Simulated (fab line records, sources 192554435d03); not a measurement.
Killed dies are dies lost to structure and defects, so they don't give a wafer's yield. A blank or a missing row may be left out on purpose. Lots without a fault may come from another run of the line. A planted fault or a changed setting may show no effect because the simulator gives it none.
fab line records | flow n5_finfet
record lots=5 wafers=15 last_day=15
route steps=1938 shown MOL_CONTACT_COAG@525
lots that met no fault: from a run of the same line without faults
start_h: hours from the record's first day to the start of the lot's first wafer shown | wait_h: hours since the lot's step before | " the same as in the row above | L1.1+2: a row that stands for several wafers | - no value, or no start given | * or withheld: withheld | < > ~ a bound
route shown NAME@n: a module of which the file shows steps, and the number in the route of the first | usual: mean/standard deviation of fault-free wafers | same: alike in all rows | chamber/n: place in a boat | sites: the reading at each site | _std_site: their standard deviation | _edge_site: outer sites' mean less inner sites' | radius_mm: how far each site lies from the wafer's centre | mask NAME#n: copy n | behind: the tool/chamber that last shaped the wafer | hold: why the lot was held/for how many hours/how that ended | device: the transistor (n, p or np) that didn't switch | end of line: the same wafers' tests at the end of the route | a step without rows: its recipe alone | killed: dies lost to structure and defects at the first sort, not the wafer's yield | map: a wafer's dies, x killed, . not, _ none there
set.NAME: the setting as run; set.NAME@STEP: as run at that earlier step | model.NAME: the simulator's own value behind a step, which no gauge read
lots at some steps of the route; a table a step, a row a wafer
services: from which hour (start_h, from the record's first day; less than 0 if before it) a tool's chamber was out of use, for how many hours, and why
## steps
# step N5_MOL_CONTACT_COAG_DEVELOP_07
# recipe develop_time_s=30 developer=TMAH resist=CAR-EUV rinse_liquid=surfactant_rinse dry=air_spin dev_temp_c=23
# columns lot.wafer tool chamber start_h wait_h
L074.1+5+6 litho_track-01 0 - -
L076.1+4+5 litho_track-01 0 - -
L081.2+4+5 litho_track-01 0 - -
L083.2+3+6 litho_track-05 0 - -
L090.2+4+6 litho_track-05 0 - -
# step N5_MOL_CONTACT_COAG_CD_MEAS_08
# recipe target_cd_nm=28 landing_energy_ev=500 detector=se_inlens polarity=opening
# usual cd_nm=27.95/0.3
# columns lot.wafer tool chamber start_h wait_h cd_nm
L074.1 cd_sem-03 0 91.19 - 27.49
L074.5 " 0 " " 27.63
L074.6 " 0 " " 28.00
L076.1 cd_sem-02 0 99.97 - 28.06
L076.4 " 0 " " 27.92
L076.5 " 0 " " 27.74
L081.2 cd_sem-01 0 130.73 - 27.56
L081.4 " 0 " " 27.80
L081.5 " 0 " " 27.47
L083.2 cd_sem-01 0 139.33 - 28.37
L083.3 " 0 " " 28.11
L083.6 " 0 " " 27.73
L090.2 cd_sem-02 0 184.99 - 27.59
L090.4 " 0 " " 27.63
L090.6 " 0 " " 27.84
# step N5_MOL_CONTACT_COAG_OVL_MEAS_09
# recipe points_per_wafer=522
# usual CA_OVL=0.2/0.59
# columns lot.wafer tool chamber start_h wait_h CA_OVL[nm]
L074.1 overlay-02 0 91.22 0.0 0.2
L074.5 " 0 " " 1.2
L074.6 " 0 " " 0.2
L076.1 overlay-01 0 100.01 0.0 0.1
L076.4 " 0 " " 0.5
L076.5 " 0 " " 0.2
L081.2 overlay-01 0 130.76 0.0 0.0
L081.4 " 0 " " 0.3
L081.5 " 0 " " 0.1
L083.2 overlay-01 0 139.37 0.0 -0.9
L083.3 " 0 " " -0.3
L083.6 " 0 " " 0.8
L090.2 overlay-02 0 185.03 0.0 -0.6
L090.4 " 0 " " 0.3
L090.6 " 0 " " 0.0
# step N5_MOL_CONTACT_COAG_INSPECT_10
# recipe mode=adi inspect_instrument=brightfield
# usual raw_defect_count=66/23
# columns lot.wafer tool chamber start_h wait_h raw_defect_count
L074.1 defect_inspect-01 - 91.28 0.1 72
L074.5 " - " " 45
L074.6 " - " " 45
L076.1 defect_inspect-02 - 100.06 0.1 51
L076.4 " - " " 55
L076.5 " - " " 52
L081.2 defect_inspect-02 - 130.82 0.0 52
L081.4 " - " " 137
L081.5 " - " " 47
L083.2 defect_inspect-02 - 139.42 0.0 106
L083.3 " - " " 57
L083.6 " - " " 50
L090.2 defect_inspect-02 - 185.08 0.0 85
L090.4 " - " " 82
L090.6 " - " " 110
# step N5_MOL_CONTACT_COAG_DESCUM_13
# recipe chemistry=O2 time_s=7 source_power_w=50 bias_power_w=20 pressure_mtorr=20 rf_frequency_hz=2.712e+07 temp_c=40 resist=CAR-EUV o2_flow_sccm=225
# usual drypump_motor_current_A=5.7/0.4 oes_product_au=0.82/0.083 rf_vpp_V=242.9/1.2 showerhead_plenum_p_Torr=2.09/0.049 throttle_valve_pct=20.46/0.28
# same time_s=7
# columns lot.wafer tool chamber start_h wait_h drypump_motor_current_A oes_product_au rf_hours_counter_h rf_vpp_V showerhead_plenum_p_Torr throttle_valve_pct
L074.1 rie_diel-05 2 91.32 0.0 6.7 0.75 149 242.7 2.07 20.78
L074.5 " 0 " " 5.1 0.92 - 242.1 2.04 20.26
L074.6 " 3 " " 5.0 0.68 - 243.1 2.05 20.62
L076.1 rie_diel-01 0 100.10 0.0 6.3 0.79 112 241.8 2.12 20.47
L076.4 " 2 " " 5.3 0.78 108 244.9 2.18 20.34
L076.5 " 1 " " 5.8 0.70 - 241.8 2.09 21.15
L081.2 rie_diel-01 2 131.27 0.5 5.3 0.78 119 244.0 2.17 20.34
L081.4 " 0 " " 6.3 0.78 123 242.9 2.12 20.48
L081.5 " 2 " " 5.3 0.78 - 246.1 2.17 20.36
L083.2 rie_diel-01 2 139.45 0.0 5.3 0.77 122 245.8 2.17 20.36
L083.3 " 1 " " 5.8 0.69 210 242.5 2.09 21.16
L083.6 " 1 " " 5.7 0.69 - 242.3 2.09 21.16
L090.2 rie_diel-01 3 185.11 0.0 6.0 0.80 100 244.4 2.09 20.44
L090.4 " 2 " " 5.3 0.75 137 245.6 2.17 20.38
L090.6 " 2 " " 5.3 0.75 - 247.2 2.17 20.38
# step N5_MOL_CONTACT_COAG_ETCH_59
# recipe chemistry=N2/H2 target=underlayer target_depth_a=130 mask_material=CAR-EUV time_s=10.4 ion_energy_ev=200 pressure_mtorr=30 source_w=840 bias_w=150 n2_flow_sccm=200 h2_flow_sccm=200 ends=cleared
# usual drypump_motor_current_A=5.7/0.4 etch_rf_on_time_s=10.46/0.24 h2_flow_sccm=200.0/0.59 oes_product_au=0.70/0.07 rf_vpp_V=523.6/2 showerhead_plenum_p_Torr=2.54/0.062 throttle_valve_pct=17.9/0.31
# columns lot.wafer tool chamber start_h wait_h drypump_motor_current_A etch_rf_on_time_s h2_flow_sccm oes_product_au rf_hours_counter_h rf_vpp_V showerhead_plenum_p_Torr throttle_valve_pct
L074.1 rie_diel-05 2 91.35 0.0 6.7 11.13 199.6 0.62 149 522.9 2.56 18.5
L074.5 " 0 " " 5.1 10.31 199.7 0.77 - 520.9 2.48 17.7
L074.6 " 3 " " 5.0 11.17 199.1 0.57 - 523.7 2.50 18.1
L076.1 rie_diel-01 0 100.13 0.0 6.3 10.42 200.0 0.68 112 524.3 2.59 18.0
L076.4 " 2 " " 5.3 10.20 199.5 0.67 108 528.1 2.67 18.0
L076.5 " 1 " " 5.7 10.57 201.7 0.60 - 522.9 2.53 18.6
L081.2 rie_diel-01 2 131.31 0.0 5.3 10.46 198.4 0.66 119 526.8 2.67 18.0
L081.4 " 0 " " 6.3 10.46 199.3 0.68 123 525.7 2.59 18.0
L081.5 " 2 " " 5.3 10.40 199.7 0.65 - 526.6 2.67 18.0
L083.2 rie_diel-01 2 139.49 0.0 5.3 10.35 199.4 0.66 122 526.4 2.66 18.0
L083.3 " 1 " " 5.8 10.73 199.8 0.60 210 523.4 2.53 18.6
L083.6 " 1 " " 5.8 10.67 200.1 0.60 - 522.3 2.53 18.6
L090.2 rie_diel-01 3 185.15 0.0 6.0 10.32 200.1 0.68 100 524.9 2.56 17.9
L090.4 " 2 " " 5.3 10.38 200.6 0.64 137 528.9 2.66 18.0
L090.6 " 2 " " 5.3 10.41 199.8 0.64 - 527.3 2.66 18.0
# step N5_MOL_CONTACT_COAG_ETCH_105
# recipe chemistry=CF4 target=SiARC target_depth_a=156 mask_material=CAR-EUV time_s=26 ion_energy_ev=80 pressure_mtorr=40 source_w=545 bias_w=36 Ar_flow_sccm=100 cf4_flow_sccm=100 ends=cleared
# usual drypump_motor_current_A=5.7/0.4 etch_rf_on_time_s=26.1/0.63 mfc_ar_sccm=100.0/0.33 oes_product_au=0.70/0.071 rf_vpp_V=183.9/1 showerhead_plenum_p_Torr=2.14/0.054 throttle_valve_pct=15.63/0.24
# columns lot.wafer tool chamber start_h wait_h drypump_motor_current_A etch_rf_on_time_s mfc_ar_sccm oes_product_au rf_hours_counter_h rf_vpp_V showerhead_plenum_p_Torr throttle_valve_pct
L074.1 rie_diel-05 2 91.37 0.0 6.7 27.7 100.0 0.62 149 184.4 2.13 15.95
L074.5 " 0 " " 5.1 25.2 100.4 0.79 - 184.5 2.12 15.42
L074.6 " 3 " " 5.0 27.7 100.1 0.57 - 184.6 2.13 16.00
L076.1 rie_diel-01 0 100.15 0.0 6.3 25.9 99.9 0.69 112 184.8 2.19 15.72
L076.4 " 2 " " 5.3 25.4 100.0 0.67 108 185.3 2.24 15.65
L076.5 " 1 " " 5.7 27.0 99.7 0.59 - 183.1 2.11 16.08
L081.2 rie_diel-01 2 131.33 0.0 5.3 25.2 100.0 0.66 119 184.3 2.24 15.66
L081.4 " 0 " " 6.3 25.9 99.8 0.68 123 182.8 2.18 15.73
L081.5 " 2 " " 5.3 25.4 99.4 0.67 - 184.9 2.24 15.68
L083.2 rie_diel-01 2 139.51 0.0 5.3 25.6 99.8 0.66 122 187.0 2.24 15.68
L083.3 " 1 " " 5.7 27.2 100.3 0.59 210 184.2 2.10 16.10
L083.6 " 1 " " 5.7 27.2 100.3 0.59 - 183.3 2.10 16.10
L090.2 rie_diel-01 3 185.17 0.0 6.0 26.2 99.9 0.68 100 183.0 2.18 15.80
L090.4 " 2 " " 5.3 25.6 100.0 0.66 137 184.1 2.23 15.70
L090.6 " 2 " " 5.3 25.7 99.6 0.65 - 185.7 2.23 15.68
# step N5_MOL_CONTACT_COAG_ETCH_106
# recipe chemistry=N2/H2 target=SOC target_depth_a=800 overetch_a=160 mask_material=SiARC temp_c=40 time_s=120 ion_energy_ev=200 pressure_mtorr=30 source_w=840 bias_w=150 n2_flow_sccm=200 h2_flow_sccm=200
# usual drypump_motor_current_A=5.7/0.4 h2_flow_sccm=199.9/0.55 oes_product_au=0.74/0.068 rf_vpp_V=523.7/1.9 showerhead_plenum_p_Torr=2.54/0.062 throttle_valve_pct=17.9/0.31
# same time_s=120
# columns lot.wafer tool chamber start_h wait_h drypump_motor_current_A h2_flow_sccm oes_product_au rf_hours_counter_h rf_vpp_V showerhead_plenum_p_Torr throttle_valve_pct
L074.1 rie_diel-05 2 91.40 0.0 6.7 200.3 0.68 149 524.0 2.56 18.5
L074.5 " 0 " " 5.1 199.9 0.81 - 521.5 2.49 17.7
L074.6 " 3 " " 5.0 199.9 0.62 - 525.0 2.50 18.1
L076.1 rie_diel-01 0 100.18 0.0 6.3 200.1 0.72 112 523.7 2.59 17.9
L076.4 " 2 " " 5.3 201.0 0.70 108 527.2 2.67 17.9
L076.5 " 1 " " 5.7 200.7 0.64 - 524.1 2.53 18.6
L081.2 rie_diel-01 2 131.36 0.0 5.3 200.6 0.69 119 525.7 2.67 17.9
L081.4 " 0 " " 6.3 200.4 0.72 123 523.6 2.59 18.0
L081.5 " 2 " " 5.3 200.3 0.69 - 527.3 2.67 17.9
L083.2 rie_diel-01 2 139.54 0.0 5.3 199.5 0.69 122 527.1 2.66 18.0
L083.3 " 1 " " 5.8 200.3 0.64 210 523.7 2.53 18.6
L083.6 " 1 " " 5.8 199.6 0.63 - 522.6 2.53 18.6
L090.2 rie_diel-01 3 185.20 0.0 6.0 199.4 0.72 100 525.2 2.56 17.9
L090.4 " 2 " " 5.3 199.8 0.67 137 526.7 2.66 18.0
L090.6 " 2 " " 5.3 199.5 0.67 - 526.3 2.66 18.0
# step N5_MOL_CONTACT_COAG_STRIP_107
# recipe chemistry=N2/H2 temp_c=40 n2_flow_sccm=200 h2_flow_sccm=200 rf_frequency_hz=6e+07
# columns lot.wafer tool chamber start_h wait_h
L074.1+5+6 rie_diel-05 2,0,3 91.48 0.0
L076.1+4+5 rie_diel-01 0,2,1 100.26 0.0
L081.2+4+5 rie_diel-01 2,0,2 131.44 0.0
L083.2+3+6 rie_diel-01 2,1,1 139.62 0.0
L090.2+4+6 rie_diel-01 3,2,2 185.28 0.0
# step N5_MOL_CONTACT_COAG_STRIP_108
# recipe chemistry=N2/H2 temp_c=40 n2_flow_sccm=200 h2_flow_sccm=200 rf_frequency_hz=6e+07
# columns lot.wafer tool chamber start_h wait_h
L074.1+5+6 rie_diel-05 2,0,3 91.49 0.0
L076.1+4+5 rie_diel-01 0,2,1 100.27 0.0
L081.2+4+5 rie_diel-01 2,0,2 131.45 0.0
L083.2+3+6 rie_diel-01 2,1,1 139.63 0.0
L090.2+4+6 rie_diel-01 3,2,2 185.29 0.0
# step N5_MOL_CONTACT_COAG_CONTACT_ETCH_14
# recipe chemistry=C4F6/O2 target=SiO2 target_depth_a=275 overetch_a=85 mask_material=SOC pressure_mtorr=30 source_w=370 bias_w=185 Ar_flow_sccm=300 C4F6_flow_sccm=16 O2_flow_sccm=10 time_s=20 ion_energy_ev=259.6
# usual drypump_motor_current_A=5.7/0.4 mfc_ar_sccm=300.1/0.9 oes_product_au=0.70/0.065 rf_vpp_V=692.4/2.3 showerhead_plenum_p_Torr=2.88/0.082 throttle_valve_pct=21.38/0.28
# same time_s=20
# columns lot.wafer tool chamber start_h wait_h drypump_motor_current_A mfc_ar_sccm oes_product_au rf_hours_counter_h rf_vpp_V showerhead_plenum_p_Torr throttle_valve_pct
L074.1 rie_diel-05 2 91.50 0.0 6.7 301.8 0.65 149 692.8 2.85 21.58
L074.5 " 0 " " 5.1 298.9 0.77 - 691.1 2.86 21.32
L074.6 " 3 " " 5.0 298.5 0.59 - 691.0 2.87 21.66
L076.1 rie_diel-01 0 100.28 0.0 6.3 301.0 0.68 112 693.5 2.94 21.42
L076.4 " 2 " " 5.3 300.4 0.67 108 697.5 3.05 21.53
L076.5 " 1 " " 5.8 300.8 0.61 - 692.3 2.85 21.88
L081.2 rie_diel-01 2 131.46 0.0 5.3 299.3 0.65 119 696.1 3.04 21.52
L081.4 " 0 " " 6.3 299.5 0.68 123 692.8 2.93 21.44
L081.5 " 2 " " 5.3 298.7 0.66 - 696.7 3.04 21.54
L083.2 rie_diel-01 2 139.64 0.0 5.3 301.4 0.65 122 698.0 3.04 21.54
L083.3 " 1 " " 5.7 300.7 0.60 210 691.6 2.85 21.89
L083.6 " 1 " " 5.7 301.0 0.60 - 691.9 2.85 21.90
L090.2 rie_diel-01 3 185.30 0.0 6.0 300.8 0.69 100 692.5 2.94 21.63
L090.4 " 2 " " 5.3 300.5 0.64 137 696.4 3.04 21.56
L090.6 " 2 " " 5.3 302.8 0.64 - 696.8 3.04 21.55
# step N5_MOL_CONTACT_COAG_STRIP_109
# recipe chemistry=C4F6/O2 resist=SiARC rf_frequency_hz=6e+07
# columns lot.wafer tool chamber start_h wait_h
L074.1+5+6 rie_diel-05 2,0,3 91.53 0.0
L076.1+4+5 rie_diel-01 0,2,1 100.31 0.0
L081.2+4+5 rie_diel-01 2,0,2 131.48 0.0
L083.2+3+6 rie_diel-01 2,1,1 139.66 0.0
L090.2+4+6 rie_diel-01 3,2,2 185.32 0.0
# step N5_MOL_CONTACT_COAG_ETCH_15
# recipe chemistry=CH3F/O2 target=SiNx target_depth_a=70 mask_material=SOC stop_on=Si:P over_etch_frac=0.75 ion_energy_ev=120 pressure_mtorr=30 source_w=395 bias_w=73 Ar_flow_sccm=150 CH3F_flow_sccm=30 O2_flow_sccm=20
# usual drypump_motor_current_A=5.7/0.4 mfc_ar_sccm=150.0/0.49 oes_product_au=0.60/0.056 rf_vpp_V=296/10 showerhead_plenum_p_Torr=2.00/0.058 throttle_valve_pct=16.40/0.27
# same over_etch_frac=0.75
# columns lot.wafer tool chamber start_h wait_h drypump_motor_current_A mfc_ar_sccm oes_product_au rf_hours_counter_h rf_vpp_V showerhead_plenum_p_Torr throttle_valve_pct
L074.1 rie_diel-05 2 91.54 0.0 6.7 149.3 0.54 149 291 1.98 16.67
L074.5 " 0 " " 5.1 149.7 0.65 - 298 1.98 16.23
L074.6 " 3 " " 5.0 149.5 0.50 - 294 1.98 16.67
L076.1 rie_diel-01 0 100.32 0.0 6.3 150.1 0.59 112 305 2.03 16.39
L076.4 " 2 " " 5.3 150.1 0.58 108 280 2.12 16.50
L076.5 " 1 " " 5.7 150.3 0.52 - 301 1.98 16.92
L081.2 rie_diel-01 2 131.49 0.0 5.3 150.0 0.57 119 281 2.12 16.52
L081.4 " 0 " " 6.3 149.2 0.58 123 305 2.03 16.40
L081.5 " 2 " " 5.3 149.7 0.56 - 282 2.12 16.53
L083.2 rie_diel-01 2 139.67 0.0 5.3 149.5 0.57 122 281 2.12 16.52
L083.3 " 1 " " 5.8 149.7 0.52 210 302 1.98 16.95
L083.6 " 1 " " 5.7 150.2 0.52 - 301 1.98 16.95
L090.2 rie_diel-01 3 185.33 0.0 5.9 149.9 0.59 100 305 2.04 16.53
L090.4 " 2 " " 5.3 150.2 0.55 137 280 2.11 16.56
L090.6 " 2 " " 5.3 149.2 0.55 - 279 2.11 16.58
# step N5_MOL_CONTACT_COAG_ETCH_110
# recipe chemistry=CF4/O2 target=Si target_depth_a=25 time_s=8 pressure_mtorr=100 source_w=200 bias_w=12 ion_energy_ev=60 Ar_flow_sccm=100 cf4_flow_sccm=100 O2_flow_sccm=10
# usual drypump_motor_current_A=5.7/0.4 mfc_ar_sccm=100.0/0.32 oes_product_au=0.82/0.085 rf_vpp_V=127/5 showerhead_plenum_p_Torr=2.22/0.055 throttle_valve_pct=10.73/0.27
# same time_s=8
# columns lot.wafer tool chamber start_h wait_h drypump_motor_current_A mfc_ar_sccm oes_product_au rf_hours_counter_h rf_vpp_V showerhead_plenum_p_Torr throttle_valve_pct
L074.1 rie_diel-05 2 91.60 0.0 6.7 100.8 0.72 149 124 2.21 11.05
L074.5 " 0 " " 5.1 100.4 0.91 - 127 2.20 10.44
L074.6 " 3 " " 5.0 100.2 0.65 - 129 2.21 11.19
L076.1 rie_diel-01 0 100.38 0.0 6.3 100.3 0.82 112 132 2.27 10.81
L076.4 " 2 " " 5.3 99.8 0.80 108 119 2.33 10.76
L076.5 " 1 " " 5.7 99.7 0.70 - 128 2.19 11.25
L081.2 rie_diel-01 2 131.55 0.0 5.3 99.6 0.77 119 119 2.32 10.79
L081.4 " 0 " " 6.3 100.3 0.79 123 131 2.27 10.83
L081.5 " 2 " " 5.3 99.9 0.77 - 119 2.32 10.80
L083.2 rie_diel-01 2 139.73 0.0 5.3 100.0 0.78 122 122 2.32 10.80
L083.3 " 1 " " 5.7 100.0 0.68 210 128 2.18 11.27
L083.6 " 1 " " 5.7 100.1 0.69 - 130 2.18 11.27
L090.2 rie_diel-01 3 185.39 0.0 6.0 100.2 0.79 100 130 2.26 10.85
L090.4 " 2 " " 5.3 100.1 0.74 137 120 2.32 10.86
L090.6 " 2 " " 5.3 100.3 0.75 - 118 2.32 10.84
# step N5_MOL_CONTACT_COAG_STRIP_98
# recipe chemistry=N2/H2 power_w=500 temp_c=40 pressure_mtorr=50 rf_frequency_hz=6e+07 overash_fraction=0.3 bias_power_w=8 h2_frac=0.5 n2_flow_sccm=300 h2_flow_sccm=300
# usual drypump_motor_current_A=5.7/0.4 h2_flow_sccm=299.9/0.95 oes_product_au=0.82/0.082 power_w=500.1/1.5 rf_vpp_V=54.2/1.4 showerhead_plenum_p_Torr=3.36/0.079 throttle_valve_pct=19.1/0.45
# columns lot.wafer tool chamber start_h wait_h drypump_motor_current_A h2_flow_sccm oes_product_au power_w rf_hours_counter_h rf_vpp_V showerhead_plenum_p_Torr throttle_valve_pct
L074.1 rie_diel-05 2 91.65 0.0 6.7 299.1 0.75 498.4 149 53.0 3.38 20.1
L074.5 " 0 " " 5.1 299.8 0.91 502.2 - 51.6 3.29 18.8
L074.6 " 3 " " 5.0 301.6 0.69 501.6 - 53.6 3.30 19.2
L076.1 rie_diel-01 0 100.42 0.0 6.3 299.3 0.79 499.1 112 53.0 3.42 19.1
L076.4 " 2 " " 5.3 300.9 0.78 499.9 108 54.7 3.52 19.2
L076.5 " 1 " " 5.8 300.6 0.70 499.2 - 56.1 3.35 20.0
L081.2 rie_diel-01 2 131.60 0.0 5.3 300.1 0.78 500.1 119 54.6 3.52 19.2
L081.4 " 0 " " 6.3 300.9 0.78 498.4 123 54.7 3.41 19.1
L081.5 " 2 " " 5.3 301.3 0.78 497.3 - 54.6 3.52 19.2
L083.2 rie_diel-01 2 139.78 0.0 5.3 299.7 0.77 500.3 122 55.9 3.51 19.2
L083.3 " 1 " " 5.8 301.2 0.71 498.3 210 55.7 3.34 20.0
L083.6 " 1 " " 5.8 300.5 0.69 502.5 - 56.2 3.34 20.0
L090.2 rie_diel-01 3 185.44 0.0 6.0 300.5 0.80 500.2 100 51.8 3.38 18.9
L090.4 " 2 " " 5.3 298.6 0.77 500.3 137 56.5 3.51 19.2
L090.6 " 2 " " 5.3 298.9 0.76 500.5 - 54.5 3.51 19.2
# step N5_MOL_CONTACT_COAG_CD_MEAS_99
# recipe target_cd_nm=17.2 polarity=opening
# usual cd_nm=17.2/0.44
# columns lot.wafer tool chamber start_h wait_h cd_nm
L074.1 cd_sem-02 - 91.72 - 16.5
L074.5 " - " " 16.4
L074.6 " - " " 15.9
L076.1 cd_sem-01 - 100.49 - 17.0
L076.4 " - " " 17.3
L076.5 " - " " 16.9
L081.2 cd_sem-03 - 131.67 - 17.0
L081.4 " - " " 17.0
L081.5 " - " " 17.2
L083.2 cd_sem-01 - 139.85 - 17.9
L083.3 " - " " 17.4
L083.6 " - " " 17.4
L090.2 cd_sem-03 - 185.51 - 17.0
L090.4 " - " " 17.3
L090.6 " - " " 17.4
# step N5_MOL_CONTACT_COAG_IMPLANT_129
# recipe species=Ge energy_kev=3 dose_cm2=6e+14 tilt_deg=0 rotation_deg=0
# usual dose_ions_cm2=6.002e+14/5.5e+11 faraday_current_uA=1998/250
# columns lot.wafer tool chamber start_h wait_h dose_ions_cm2 faraday_current_uA
L074.1 implanter-02 0 91.76 0.0 5.996e+14 2320
L074.5 " 0 " " 5.997e+14 2267
L074.6 " 0 " " 6.002e+14 2348
L076.1 implanter-02 0 100.53 0.0 6.004e+14 2330
L076.4 " 0 " " 6.004e+14 2177
L076.5 " 0 " " 5.998e+14 2415
L081.2 implanter-01 0 131.73 0.1 6.004e+14 1802
L081.4 " 0 " " 6.014e+14 1793
L081.5 " 0 " " 5.998e+14 1779
L083.2 implanter-01 0 139.91 0.1 5.998e+14 1864
L083.3 " 0 " " 6.002e+14 1734
L083.6 " 0 " " 6.002e+14 1871
L090.2 implanter-01 0 185.58 0.1 6.004e+14 1721
L090.4 " 0 " " 6.006e+14 1762
L090.6 " 0 " " 5.998e+14 1804
# step N5_MOL_CONTACT_COAG_PRECLEAN_111
# recipe chemistry=NF3:NH3 afs_cycles=1 temp_c=30 time_s=20 sublimation_temp_c=180 sublimation_time_s=60 pressure_torr=3 rf_power_w=30
# same time_s=20
# columns lot.wafer tool chamber start_h wait_h
L074.1+5+6 remote_plasma-02 1 91.97 0.2
L076.1+4+5 remote_plasma-02 1 101.01 0.5
L081.2+4+5 remote_plasma-01 1 132.15 0.4
L083.2+3+6 remote_plasma-01 1 140.15 0.2
L090.2+4+6 remote_plasma-01 1 185.91 0.3
# step N5_MOL_CONTACT_COAG_TI_SIL_19
# recipe material=Ti target_thk_a=42 temp_c=200 chamber_pressure_pa=5 power_w=5000 time_s=15
# usual substrate_temp_c=200.00/0.17 throttle_valve_pct=29.6/0.98
# same time_s=15
# columns lot.wafer tool chamber start_h wait_h substrate_temp_c throttle_valve_pct
L074.1 pvd_sputter-02 - 92.52 0.5 200.01 30.5
L074.5 " - " " 200.06 29.9
L074.6 " - " " 199.97 28.4
L076.1 pvd_sputter-01 - 101.28 0.2 199.90 28.2
L076.4 " - " " 200.19 29.4
L076.5 " - " " 199.79 29.4
L081.2 pvd_sputter-03 - 132.61 0.4 200.29 28.8
L081.4 " - " " 200.31 29.8
L081.5 " - " " 199.58 28.7
L083.2 pvd_sputter-02 - 140.58 0.4 200.17 30.1
L083.3 " - " " 199.78 30.2
L083.6 " - " " 200.10 30.0
L090.2 pvd_sputter-02 - 186.15 0.2 199.86 28.1
L090.4 " - " " 199.88 30.1
L090.6 " - " " 199.97 28.3
# step N5_MOL_CONTACT_COAG_ALD_20
# recipe material=TiN target_thk_a=15 temp_c=400 ald_precursor_family=TiCl4 ald_co_reactant=NH3 pulse_time_s=1 purge_time_s=3 co_reactant_purge_time_s=2 co_reactant_pulse_time_s=2 ald_cycles=68 pressure_torr=3
# usual heater_power_outer_w=544/50 heater_power_w=886/84 precursor_pulse_height_rel=1.001/0.021
# same purge_time_s=3
# columns lot.wafer tool chamber start_h wait_h heater_power_outer_w heater_power_w precursor_pulse_height_rel
L074.1 ald_metal-01 2 92.64 0.1 531 889 0.991
L074.5 " 0 " " 515 782 1.013
L074.6 " 3 " " 530 822 1.000
L076.1 ald_metal-03 0 101.40 0.1 655 1048 1.034
L076.4 " 2 " " 458 790 1.014
L076.5 " 3 " " 558 897 1.035
L081.2 ald_metal-01 3 132.73 0.1 523 855 1.031
L081.4 " 2 " " 526 890 1.020
L081.5 " 1 " " 584 966 0.989
L083.2 ald_metal-02 3 140.70 0.1 627 969 1.019
L083.3 " 1 " " 488 858 0.999
L083.6 " 0 " " 583 936 1.057
L090.2 ald_metal-01 0 186.27 0.1 497 776 1.009
L090.4 " 3 " " 521 857 1.010
L090.6 " 2 " " 520 920 1.016
# step N5_MOL_CONTACT_COAG_SIL_ANNEAL_21
# recipe temp_c=550 time_s=60 ambient=N2
# usual lamp_power_pct=6.1/0.53 lamp_zone_3_pct=6.1/0.53 wafer_temp_C_max=552.5/0.54
# same time_s=60
# columns lot.wafer tool chamber start_h wait_h lamp_power_pct lamp_zone_3_pct wafer_temp_C_max
L074.1 rtp_anneal-02 0 93.15 0.3 7.0 7.0 552.9
L074.5 " 0 " " 7.0 7.0 552.5
L074.6 " 0 " " 7.0 7.0 552.3
L076.1 rtp_anneal-01 0 101.77 0.2 5.8 5.8 551.7
L076.4 " 0 " " 5.8 5.8 553.2
L076.5 " 0 " " 5.8 5.8 552.3
L081.2 rtp_anneal-01 0 133.14 0.2 5.8 5.8 552.5
L081.4 " 0 " " 5.8 5.8 551.8
L081.5 " 0 " " 5.8 5.8 552.2
L083.2 rtp_anneal-01 0 141.10 0.2 5.8 5.8 551.6
L083.3 " 0 " " 5.8 5.8 552.3
L083.6 " 0 " " 5.8 5.8 553.2
L090.2 rtp_anneal-02 0 186.68 0.2 7.0 7.0 552.8
L090.4 " 0 " " 7.0 7.0 552.8
L090.6 " 0 " " 6.9 7.0 552.2
# step N5_MOL_CONTACT_COAG_PRE_CLEAN_141
# recipe gas=H2/He time_s=60 temp_c=300
# usual heater_power_w=483/48
# same time_s=60
# columns lot.wafer tool chamber start_h wait_h heater_power_w
L074.1 pvd_sputter-03 - 94.53 1.3 475
L074.5 " - " " 550
L074.6 " - " " 525
L076.1 pvd_sputter-01 - 102.42 0.6 416
L076.4 " - " " 556
L076.5 " - " " 444
L081.2 pvd_sputter-02 - 133.91 0.7 415
L081.4 " - " " 429
L081.5 " - " " 427
L083.2 pvd_sputter-01 - 142.18 1.0 537
L083.3 " - " " 505
L083.6 " - " " 550
L090.2 pvd_sputter-03 - 186.94 0.2 509
L090.4 " - " " 476
L090.6 " - " " 559
# step N5_MOL_CONTACT_COAG_SPUTTER_143
# recipe material=Co target_thk_a=25 temp_c=25 chamber_pressure_pa=0.2
# usual substrate_temp_c=24.99/0.1 throttle_valve_pct=29.7/1
# columns lot.wafer tool chamber start_h wait_h substrate_temp_c throttle_valve_pct
L074.1 pvd_sputter-03 - 94.59 0.0 24.91 30.2
L074.5 " - " " 24.78 30.6
L074.6 " - " " 24.96 29.0
L076.1 pvd_sputter-01 - 102.48 0.0 24.87 29.4
L076.4 " - " " 24.69 29.5
L076.5 " - " " 24.93 32.0
L081.2 pvd_sputter-02 - 133.97 0.0 24.97 30.5
L081.4 " - " " 25.02 30.2
L081.5 " - " " 24.95 30.4
L083.2 pvd_sputter-01 - 142.25 0.0 25.08 29.8
L083.3 " - " " 25.05 28.5
L083.6 " - " " 25.09 29.4
L090.2 pvd_sputter-03 - 187.00 0.0 24.90 29.0
L090.4 " - " " 25.26 30.0
L090.6 " - " " 24.86 30.7
# step N5_MOL_CONTACT_COAG_CO_FILL_22
# recipe material=Co target_thk_a=200 temp_c=200 precursor=CCTBA/H2 pressure_torr=30
# usual heater_power_outer_w=127/12 heater_power_w=240/18
# columns lot.wafer tool chamber start_h wait_h heater_power_outer_w heater_power_w
L074.1 cvd_co-01 1 94.71 0.1 130 252
L074.5 " 1 " " 131 243
L074.6 " 2 " " 135 252
L076.1 cvd_co-01 2 102.61 0.1 142 253
L076.4 " 1 " " 128 244
L076.5 " 0 " " 109 222
L081.2 cvd_co-01 2 134.09 0.1 138 250
L081.4 " 2 " " 138 251
L081.5 " 0 " " 104 216
L083.2 cvd_co-01 1 142.38 0.1 130 248
L083.3 " 0 " " 111 218
L083.6 " 1 " " 130 246
L090.2 cvd_co-02 1 187.14 0.1 133 226
L090.4 " 0 " " 135 266
L090.6 " 2 " " 115 225
## services
# columns tool chamber start_h hours kind
rie_diel-05 3 96.43 - clean
rie_diel-05 3 96.43 - consumable_replace:focus_ring
rie_diel-05 3 96.43 19.5 scheduled_down
rie_diel-05 3 96.43 19.5 vent_cycle
implanter-02 - 101.25 5.9 repair
litho_track-05 - 107.98 - consumable_replace:filter
cvd_co-02 1 114.67 - clean
cvd_co-02 1 114.67 22.0 scheduled_down
cvd_co-02 1 114.67 22.0 vent_cycle
ald_metal-02 - 115.13 2.8 pm
cvd_co-01 - 116.29 0.5 repair
ald_metal-02 0 152.00 9.9 repair
ald_metal-02 1 158.25 28.4 repair
cvd_co-02 2 167.15 5.6 repair
implanter-02 - 182.67 3.1 pm
rie_diel-05 0 185.05 3.2 repair
## key
fault none
